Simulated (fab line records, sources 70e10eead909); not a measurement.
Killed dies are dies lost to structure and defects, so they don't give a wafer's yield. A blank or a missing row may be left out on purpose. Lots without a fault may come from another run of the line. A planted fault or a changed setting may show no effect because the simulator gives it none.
Chamber matching | flow nand_harc | NHARC_P_M2_ETCH_35 on rie_diel-09: 4 sister chambers
The step etches the open film in N2/H2, target depth 40 nm, overetch 12 nm, time 43.94 s. 20 wafers are shown with their chamber, then 10 later ones without.

WAFERS WITH THEIR CHAMBER
wafer  | chamber | showerhead_plenum_p_Torr (Torr) | drypump_motor_current_A (A) | rf_vpp_V (V)
L074.1 | 1       | 2.11                            | 6.4                         | 432.8
L074.4 | 2       | 1.94                            | 5.8                         | 426.8
L074.6 | 0       | 1.94                            | 5.9                         | 425.7
L075.1 | 0       | 1.94                            | 5.9                         | 428.2
L075.2 | 1       | 2.11                            | 6.3                         | 432.8
L075.3 | 3       | 1.90                            | 6.1                         | 428.0
L075.4 | 2       | 1.94                            | 5.8                         | 427.1
L075.5 | 1       | 2.11                            | 6.3                         | 431.4
L075.6 | 0       | 1.94                            | 5.9                         | 427.7
L076.1 | 0       | 1.94                            | 5.9                         | 427.2
L076.2 | 2       | 1.94                            | 5.8                         | 429.5
L076.3 | 1       | 2.11                            | 6.4                         | 431.6
L078.2 | 3       | 1.89                            | 6.2                         | 426.3
L078.5 | 1       | 2.11                            | 6.3                         | 433.0
L078.6 | 0       | 1.93                            | 5.9                         | 427.7
L077.1 | 3       | 1.90                            | 6.2                         | 426.0
L077.2 | 1       | 2.11                            | 6.4                         | 431.5
L077.5 | 2       | 1.94                            | 5.8                         | 428.5
L079.1 | 3       | 1.89                            | 6.1                         | 426.8
L079.5 | 0       | 1.93                            | 5.9                         | 426.4

SIGNATURES (means of the wafers above)
reading                  | chamber 0 | chamber 1 | chamber 2 | chamber 3 | scatter within a chamber
showerhead_plenum_p_Torr | 1.9367    | 2.1100    | 1.9400    | 1.8950    | 0.00382
drypump_motor_current_A  | 5.900     | 6.350     | 5.800     | 6.150     | 0.0395
rf_vpp_V                 | 427.150   | 432.183   | 427.975   | 426.775   | 0.945
Rule: a wafer's distance from a chamber is the root of the sum, over the readings, of the square of ((its reading less the chamber's mean) divided by the reading's scatter). The wafer belongs to the nearest chamber; if the next one is less than 2 further off, it can't be placed. The scatter: the root of (the sum of the squares of (reading less its chamber's mean) over the shown wafers, divided by (wafers less chambers)).

WAFERS WITHOUT THEIR CHAMBER
wafer  | showerhead_plenum_p_Torr (Torr) | drypump_motor_current_A (A) | rf_vpp_V (V)
L079.6 | 1.89                            | 6.1                         | 426.0
L084.3 | 1.94                            | 5.8                         | 427.9
L084.4 | 1.89                            | 6.2                         | 426.5
L084.5 | 1.89                            | 6.2                         | 428.0
L086.3 | 1.94                            | 5.8                         | 427.6
L086.4 | 1.89                            | 6.2                         | 427.2
L086.6 | 1.94                            | 5.8                         | 427.2
L097.1 | 1.89                            | 6.2                         | 425.4
L097.3 | 2.10                            | 6.3                         | 432.0
L097.6 | 1.93                            | 5.8                         | 428.6

WHICH CHAMBER EACH WENT THROUGH
wafer  | from the rows above     | in truth
L079.6 | 3                       | 3
L084.3 | 2                       | 2
L084.4 | 3                       | 3
L084.5 | 3                       | 3
L086.3 | 2                       | 2
L086.4 | 3                       | 3
L086.6 | can't be placed: 2 or 0 | 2
L097.1 | 3                       | 3
L097.3 | 1                       | 1
L097.6 | can't be placed: 2 or 0 | 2
Placed correctly: 8 of 10. Can't be placed from these rows: 2 (the true chamber is among the candidates in 2). Placed wrongly: 0.
